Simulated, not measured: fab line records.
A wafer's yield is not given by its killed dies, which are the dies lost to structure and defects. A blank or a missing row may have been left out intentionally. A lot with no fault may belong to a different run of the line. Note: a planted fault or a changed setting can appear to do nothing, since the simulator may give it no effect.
What tool caused it?	flow n5-finfet	21 lots, 63 wafers sampled, at 5 steps of a route of 1938

WHAT THE GAUGES READ, wafer by wafer
N5_BEOL_M2_RS_MEAS_58: a four-point-probe measurement. Usual: for M2_RS the level is 0.68 ohm/sq and the standard deviation is 0.037.
lot	measured	on	M2_RS (ohm/sq)	flag
L075	day 6 19:38	film-metro-02	0.69 0.70 0.70	
L074	day 6 22:38	film-metro-02	0.72 0.65 0.67	
L076	day 7 07:34	film-metro-01	0.65 0.68 0.69	
L078	day 8 05:16	film-metro-02	0.65 0.65 0.67	
L079	day 8 13:19	film-metro-02	0.65 0.65 0.65	
L080	day 8 16:44	film-metro-02	0.66 0.66 0.68	
L082	day 8 19:42	film-metro-01	0.76 0.67 0.69	
L081	day 8 22:11	film-metro-01	0.66 0.69 0.76	
L083	day 9 00:59	film-metro-02	0.65 0.78 0.66	
L084	day 9 02:10	film-metro-02	0.66 0.68 0.64	
L085	day 9 18:37	film-metro-01	0.63 0.64 0.65	
L087	day 10 00:37	film-metro-01	0.73 0.65 0.62	
L088	day 10 07:07	film-metro-01	0.66 0.62 0.69	
L089	day 11 00:16	film-metro-02	0.75 0.70 0.76	
L090	day 10 21:33	film-metro-01	0.63 0.63 0.63	
L091	day 11 05:05	film-metro-02	0.67 0.68 0.72	
L092	day 11 23:14	film-metro-01	0.66 0.65 0.64	
L093	day 11 23:43	film-metro-01	0.67 0.65 0.68	
L095	day 12 04:23	film-metro-01	0.70 0.69 0.66	
L096	day 12 08:05	film-metro-01	0.62 0.61 0.63	
L097	day 12 10:28	film-metro-01	0.70 0.66 0.68	

WHAT TOOL EACH LOT RAN ON (gives the tool, then ch and the chambers of the sampled wafers, and finally the start)
lot	N5_BEOL_M2_ETCHBACK_99	N5_BEOL_M2_VIA_ETCH_34	N5_BEOL_M2_SPUTTER_88	N5_BEOL_M2_ANNEAL_51
L075	rie-diel-05 ch 1,2, day 6 14:53	rie-diel-05 ch 1,2, day 6 15:02	pvd-sputter-01, day 6 17:26	rtp-anneal-02 ch 0, day 6 18:43
L074	rie-diel-04 ch 0,2, day 6 18:05	rie-diel-04 ch 0,2, day 6 18:13	pvd-sputter-03, day 6 20:37	rtp-anneal-02 ch 0, day 6 21:47
L076	rie-diel-04 ch 0,1,2, day 7 01:52	rie-diel-04 ch 0,1,2, day 7 02:00	pvd-sputter-02, day 7 05:38	rtp-anneal-02 ch 0, day 7 06:43
L078	rie-diel-03 ch 0,3, day 8 00:26	rie-diel-03 ch 0,3, day 8 00:35	pvd-sputter-03, day 8 02:53	rtp-anneal-01 ch 0, day 8 04:23
L079	rie-diel-03 ch 0,2,3, day 8 09:05	rie-diel-03 ch 0,2,3, day 8 09:14	pvd-sputter-03, day 8 11:23	rtp-anneal-02 ch 0, day 8 12:30
L080	rie-diel-04 ch 1,3, day 8 12:20	rie-diel-04 ch 1,3, day 8 12:28	pvd-sputter-02, day 8 14:48	rtp-anneal-01 ch 0, day 8 15:55
L082	rie-diel-05 ch 2,3, day 8 15:22	rie-diel-05 ch 2,3, day 8 15:31	pvd-sputter-01, day 8 17:46	rtp-anneal-01 ch 0, day 8 18:50
L081	rie-diel-05 ch 0,2,3, day 8 16:08	rie-diel-05 ch 0,2,3, day 8 16:17	pvd-sputter-02, day 8 20:16	rtp-anneal-01 ch 0, day 8 21:20
L083	rie-diel-05 ch 0,1,3, day 8 20:31	rie-diel-05 ch 0,1,3, day 8 20:39	pvd-sputter-02, day 8 23:04	rtp-anneal-01 ch 0, day 9 00:13
L084	rie-diel-04 ch 0,1,3, day 8 21:38	rie-diel-04 ch 0,1,3, day 8 21:47	pvd-sputter-03, day 9 00:14	rtp-anneal-01 ch 0, day 9 01:19
L085	rie-diel-05 ch 0,3, day 9 14:19	rie-diel-05 ch 0,3, day 9 14:28	pvd-sputter-03, day 9 16:40	rtp-anneal-02 ch 0, day 9 17:45
L087	rie-diel-05 ch 0,2,3, day 9 19:55	rie-diel-05 ch 0,2,3, day 9 20:04	pvd-sputter-01, day 9 22:37	rtp-anneal-02 ch 0, day 9 23:41
L088	rie-diel-05 ch 0,1,3, day 9 23:47	rie-diel-05 ch 0,1,3, day 9 23:56	pvd-sputter-01, day 10 05:11	rtp-anneal-01 ch 0, day 10 06:16
L089	rie-diel-05 ch 0,2,3, day 10 15:36	rie-diel-05 ch 0,2,3, day 10 15:44	pvd-sputter-01, day 10 22:20	rtp-anneal-02 ch 0, day 10 23:25
L090	rie-diel-04 ch 0,2, day 10 17:10	rie-diel-04 ch 0,2, day 10 17:18	pvd-sputter-02, day 10 19:34	rtp-anneal-01 ch 0, day 10 20:38
L091	rie-diel-05 ch 0,1,3, day 11 00:56	rie-diel-05 ch 0,1,3, day 11 01:05	pvd-sputter-01, day 11 03:10	rtp-anneal-01 ch 0, day 11 04:22
L092	rie-diel-04 ch 0,2, day 11 18:57	rie-diel-04 ch 0,2, day 11 19:06	pvd-sputter-02, day 11 21:19	rtp-anneal-02 ch 0, day 11 22:23
L093	rie-diel-05 ch 2,3, day 11 19:13	rie-diel-05 ch 1,3, day 11 19:22	pvd-sputter-01, day 11 21:41	rtp-anneal-01 ch 0, day 11 22:46
L095	rie-diel-03 ch 0,2,3, day 11 22:42	rie-diel-03 ch 0,2,3, day 11 22:50	pvd-sputter-01, day 12 02:19	rtp-anneal-01 ch 0, day 12 03:23
L096	rie-diel-03 ch 0,2, day 12 03:24	rie-diel-03 ch 0,2, day 12 03:32	pvd-sputter-01, day 12 06:05	rtp-anneal-01 ch 0, day 12 07:14
L097	rie-diel-05 ch 0,3, day 12 06:17	rie-diel-05 ch 0,3, day 12 06:25	pvd-sputter-01, day 12 08:21	rtp-anneal-01 ch 0, day 12 09:37
- N5_BEOL_M2_ETCHBACK_99: etches SiO2 in CHF3, target depth 5 nm, time 10.4 s.
- N5_BEOL_M2_VIA_ETCH_34: etches the open film in C4F6/O2, target depth 69.4 nm, time 65.9 s.
- N5_BEOL_M2_SPUTTER_88: material Cu, target thk 4.5 nm, time 8.29 s.
- N5_BEOL_M2_ANNEAL_51: time 90 s.

AS READ BY THE TOOLS THEMSELVES (means over the sampled wafers that have a number; for cases with no such wafer, the mark the record gives instead)
N5_BEOL_M2_ETCHBACK_99. Usual: bias-w 47.02 W, standard deviation 0.13; drypump-motor-current-A 5.8 A, standard deviation 0.4; oes_ar_750_au 0.81 a.u., standard deviation 0.083; oes-product-au 0.81 a.u., standard deviation 0.088; rf-fwd-power-W 212.4 W, standard deviation 0.99; rf-vpp-V 242 V, standard deviation 5.5; showerhead-plenum-p-Torr 2.15 Torr, standard deviation 0.067; throttle-valve-pct 17.00 %, standard deviation 0.22.
lot	tool	bias-w (W)	drypump-motor-current-A (A)	oes_ar_750_au (a.u.)	oes-product-au (a.u.)	rf-fwd-power-W (W)	rf-vpp-V (V)	showerhead-plenum-p-Torr (Torr)	throttle-valve-pct (%)	flag
L075	rie-diel-05	47.01	5.4	0.86	0.85	213.0	238	2.10	16.79	
L074	rie-diel-04	47.20	5.8	0.88	0.89	212.6	243	2.10	17.08	
L076	rie-diel-04	47.01	6.0	0.85	0.86	212.5	243	2.15	17.08	
L078	rie-diel-03	47.11	6.0	0.82	0.82	211.1	236	2.12	17.11	
L079	rie-diel-03	46.93	6.2	0.80	0.81	212.5	238	2.11	17.04	
L080	rie-diel-04	46.94	6.1	0.76	0.76	213.2	241	2.24	17.33	
L082	rie-diel-05	47.00	5.5	0.75	0.74	212.9	246	2.16	17.01	
L081	rie-diel-05	46.94	5.4	0.79	0.77	212.1	245	2.16	16.85	
L083	rie-diel-05	47.06	5.7	0.82	0.82	212.5	244	2.17	16.95	
L084	rie-diel-04	47.11	6.0	0.83	0.84	212.5	243	2.20	17.23	
L085	rie-diel-05	47.04	5.5	0.76	0.76	213.0	249	2.20	17.01	
L087	rie-diel-05	47.01	5.4	0.78	0.78	212.7	245	2.16	16.87	
L088	rie-diel-05	46.97	5.6	0.81	0.81	211.9	243	2.17	16.96	
L089	rie-diel-05	47.02	5.4	0.78	0.76	212.1	244	2.15	16.88	
L090	rie-diel-04	47.17	5.8	0.92	0.94	212.1	245	2.18	16.96	
L091	rie-diel-05	47.17	5.6	0.80	0.80	212.0	243	2.16	16.97	
L092	rie-diel-04	47.12	5.8	0.92	0.93	212.9	244	2.23	16.82	
L093	rie-diel-05	47.16	5.5	0.72	0.72	211.7	246	2.15	17.05	
L095	rie-diel-03	47.04	6.2	0.77	0.78	211.9	238	2.11	17.10	
L096	rie-diel-03	47.03	6.3	0.80	0.82	212.5	245	2.10	17.00	
L097	rie-diel-05	47.15	5.6	0.74	0.73	212.4	249	2.19	17.04	

N5_BEOL_M2_VIA_ETCH_34. Usual: bias-w 170.0 W, standard deviation 0.52; drypump-motor-current-A 5.8 A, standard deviation 0.4; oes_ar_750_au 0.80 a.u., standard deviation 0.084; oes-product-au 0.81 a.u., standard deviation 0.088; rf-fwd-power-W 347.1 W, standard deviation 1.3; rf-vpp-V 669 V, standard deviation 15; showerhead-plenum-p-Torr 2.84 Torr, standard deviation 0.086; throttle-valve-pct 30.68 %, standard deviation 0.24.
lot	tool	bias-w (W)	drypump-motor-current-A (A)	oes_ar_750_au (a.u.)	oes-product-au (a.u.)	rf-fwd-power-W (W)	rf-vpp-V (V)	showerhead-plenum-p-Torr (Torr)	throttle-valve-pct (%)	flag
L075	rie-diel-05	170.3	5.4	0.85	0.85	348.6	658	2.77	30.43	
L074	rie-diel-04	170.0	5.8	0.88	0.90	346.5	672	2.77	30.89	
L076	rie-diel-04	169.5	6.0	0.85	0.86	347.3	673	2.83	30.83	
L078	rie-diel-03	170.3	6.0	0.81	0.83	346.1	655	2.80	30.87	
L079	rie-diel-03	169.9	6.2	0.80	0.81	347.8	659	2.79	30.82	
L080	rie-diel-04	169.9	6.1	0.76	0.76	346.9	666	2.95	31.10	
L082	rie-diel-05	170.3	5.5	0.74	0.74	346.8	679	2.86	30.47	
L081	rie-diel-05	169.7	5.4	0.79	0.78	347.3	677	2.85	30.47	
L083	rie-diel-05	170.0	5.7	0.83	0.82	347.2	674	2.87	30.53	
L084	rie-diel-04	170.2	6.0	0.83	0.84	348.5	672	2.90	31.02	
L085	rie-diel-05	170.1	5.6	0.77	0.76	346.1	686	2.90	30.51	
L087	rie-diel-05	169.7	5.4	0.78	0.78	347.5	677	2.85	30.48	
L088	rie-diel-05	169.6	5.6	0.82	0.81	346.7	675	2.86	30.54	
L089	rie-diel-05	169.6	5.5	0.77	0.77	347.9	676	2.85	30.48	
L090	rie-diel-04	170.3	5.8	0.92	0.93	348.2	676	2.87	30.78	
L091	rie-diel-05	170.1	5.6	0.80	0.80	346.7	674	2.86	30.54	
L092	rie-diel-04	169.9	5.8	0.91	0.94	347.4	674	2.95	30.53	
L093	rie-diel-05	170.2	5.7	0.75	0.74	346.3	676	2.85	30.54	
L095	rie-diel-03	169.8	6.2	0.77	0.78	346.4	659	2.78	30.86	
L096	rie-diel-03	170.4	6.3	0.79	0.82	347.9	676	2.77	30.83	
L097	rie-diel-05	170.6	5.6	0.74	0.73	346.0	686	2.89	30.52	

N5_BEOL_M2_SPUTTER_88. Usual: chamber-pressure-pa 0.06999 Pa, standard deviation 0.00014; substrate-temp-c -20.00 C, standard deviation 0.1; susceptor-temp-C -20.01 C, standard deviation 0.11; throttle-valve-pct 30.0 %, standard deviation 1.2.
lot	tool	chamber-pressure-pa (Pa)	substrate-temp-c (C)	susceptor-temp-C (C)	throttle-valve-pct (%)	flag
L075	pvd-sputter-01	0.07001	-19.95	-20.00	28.5	
L074	pvd-sputter-03	0.06995	-20.08	-19.96	30.6	
L076	pvd-sputter-02	0.06996	-20.01	-20.00	29.5	
L078	pvd-sputter-03	0.07000	-20.02	-20.02	30.4	
L079	pvd-sputter-03	0.07004	-20.09	-20.03	30.3	
L080	pvd-sputter-02	0.06996	-19.97	-20.01	29.4	
L082	pvd-sputter-01	0.06992	-20.01	-20.02	30.0	
L081	pvd-sputter-02	0.07000	-19.96	-19.98	28.7	
L083	pvd-sputter-02	0.07006	-20.06	-19.96	29.4	
L084	pvd-sputter-03	0.06994	-19.95	-19.98	30.4	
L085	pvd-sputter-03	0.07008	-20.06	-20.00	30.4	
L087	pvd-sputter-01	0.06997	-20.02	-20.08	29.5	
L088	pvd-sputter-01	0.07015	-20.03	-20.00	30.0	
L089	pvd-sputter-01	0.06995	-20.08	-19.95	29.4	
L090	pvd-sputter-02	0.06987	-19.97	-19.94	28.5	
L091	pvd-sputter-01	0.07003	-19.92	-19.99	30.9	
L092	pvd-sputter-02	0.06999	-19.97	-20.04	29.5	
L093	pvd-sputter-01	0.06981	-19.95	-20.03	31.1	
L095	pvd-sputter-01	0.07003	-19.96	-20.02	30.1	
L096	pvd-sputter-01	0.06989	-20.05	-20.12	29.9	
L097	pvd-sputter-01	0.06992	-19.96	-19.99	30.5	

N5_BEOL_M2_ANNEAL_51. Usual: wafer_temp_C_max reads 225.63 (standard deviation 0.2).
lot	tool	wafer_temp_C_max	flag
L075	rtp-anneal-02	225.79	
L074	rtp-anneal-02	225.85	
L076	rtp-anneal-02	225.79	
L078	rtp-anneal-01	225.53	
L079	rtp-anneal-02	225.60	
L080	rtp-anneal-01	225.61	
L082	rtp-anneal-01	225.46	
L081	rtp-anneal-01	225.59	
L083	rtp-anneal-01	225.45	
L084	rtp-anneal-01	225.59	
L085	rtp-anneal-02	225.79	
L087	rtp-anneal-02	225.58	
L088	rtp-anneal-01	225.40	
L089	rtp-anneal-02	225.71	
L090	rtp-anneal-01	225.76	
L091	rtp-anneal-01	225.65	
L092	rtp-anneal-02	225.94	
L093	rtp-anneal-01	225.64	
L095	rtp-anneal-01	225.52	
L096	rtp-anneal-01	225.37	
L097	rtp-anneal-01	225.53	

THE ANSWER, worked out from the rows above alone
Rule: take the mean of a lot's wafers that have a number; if it is more than 3 standard deviations from the usual mean, the lot is off. A lot without any number at a reading at which 4 lots or more have one is off too. Any other lot the step has rows for is counted as sound. The gauges are gone through in route order, then the tools' own readings, and for those a lot's mean is taken as printed above. At the first step where some lot is off, the reading lying furthest off is the one used; lots without a number count as furthest.
None of the lots is off at any reading shown; this tells nothing.

WHAT THE SIMULATOR PUT IN
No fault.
